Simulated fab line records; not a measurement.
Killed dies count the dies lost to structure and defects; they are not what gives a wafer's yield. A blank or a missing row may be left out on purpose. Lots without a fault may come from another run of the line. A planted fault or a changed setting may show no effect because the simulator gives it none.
The tool behind it: which one?	flow nandHarc	6 lots with 18 wafers sampled at 4 steps, on a route of 1159 steps

WHAT EACH GAUGE READ, for each wafer
NHARC_A_ONON_D1_THK_MEAS_02: measures by ellipsometry.
lot	measured	on	thkNm (nm)
L606	day 8 03:48	filmMetro-02	997 997 995
L607	day 8 07:41	filmMetro-02	998 998 998
L612	day 9 11:32	filmMetro-01	994 994 995
L614	day 10 05:22	filmMetro-01	998 1000 1000
L616	day 10 05:23	filmMetro-02	994 993 993
L627	day 12 21:13	filmMetro-01	1466 1465 1467 1467 1466 1467

WHAT TOOL EACH LOT RAN ON (gives the tool, then ch and the chambers of the sampled wafers, and finally the start)
lot	NHARC_A_ZERO_WELL_ETCH_13	NHARC_A_ZERO_WELL_RTA_16	NHARC_A_ONON_D1_DEP_00
L606	rieSi-03 ch 0,1,3, day 7 05:32	rtpAnneal-02 ch 0, day 7 06:27	pecvdOnon-03 ch 0, day 8 03:16
L607	rieSi-02 ch 1,2, day 7 08:45	rtpAnneal-02 ch 0, day 7 09:39	pecvdOnon-03 ch 0, day 8 07:10
L612	rieSi-02 ch 0,1, day 8 13:35	rtpAnneal-02 ch 0, day 8 14:30	pecvdOnon-04 ch 0, day 9 11:05
L614	rieSi-01 ch 0,3, day 8 17:54	rtpAnneal-01 ch 0, day 8 18:51	pecvdOnon-03 ch 0, day 10 04:59
L616	rieSi-02 ch 1,2,3, day 9 00:45	rtpAnneal-01 ch 0, day 9 01:41	pecvdOnon-02 ch 0, day 10 04:55
L627	rieSi-03 ch 1,2,3, day 11 22:52	rtpAnneal-02 ch 0, day 11 23:52	pecvdOnon-04 ch 0, day 12 20:43
- NHARC_A_ZERO_WELL_ETCH_13: etches the open film in HBr/Cl2, target depth 120 nm, time 40.1 s.
- NHARC_A_ZERO_WELL_RTA_16: time 10 s.
- NHARC_A_ONON_D1_DEP_00: target thk 1000 nm.

THE ANSWER, worked out from the rows above alone
Rule: usual is defined by the lots themselves. Put in order of their means at a reading, lots are off if they are a third of the lots or fewer, leave a main group of 4 or more, and stand apart from it by a gap of 3 or more times the standard deviation of the main group's means; of several such gaps the widest counts. A main group whose means are all the same, to the digits that the tables above print for the reading, isn't used. A lot without any number at a reading at which 4 lots or more have one is off too. All remaining lots with rows at the step are treated as sound.
Off, at NHARC_A_ONON_D1_THK_MEAS_02 on thkNm: L627. Main group: mean 996 nm, sd 2.2.
A tool fits if, at a process step before that reading, it ran every lot that is off, and no sound lot after the first of them. The gauges at NHARC_A_ONON_D1_THK_MEAS_02 are tried like those tools. Can't be told from this: 4 tools fit, rieSi-03 at NHARC_A_ZERO_WELL_ETCH_13, rtpAnneal-02 at NHARC_A_ZERO_WELL_RTA_16, pecvdOnon-04 at NHARC_A_ONON_D1_DEP_00, filmMetro-01 at NHARC_A_ONON_D1_THK_MEAS_02.

WHAT THE SIMULATOR HAD INSERTED
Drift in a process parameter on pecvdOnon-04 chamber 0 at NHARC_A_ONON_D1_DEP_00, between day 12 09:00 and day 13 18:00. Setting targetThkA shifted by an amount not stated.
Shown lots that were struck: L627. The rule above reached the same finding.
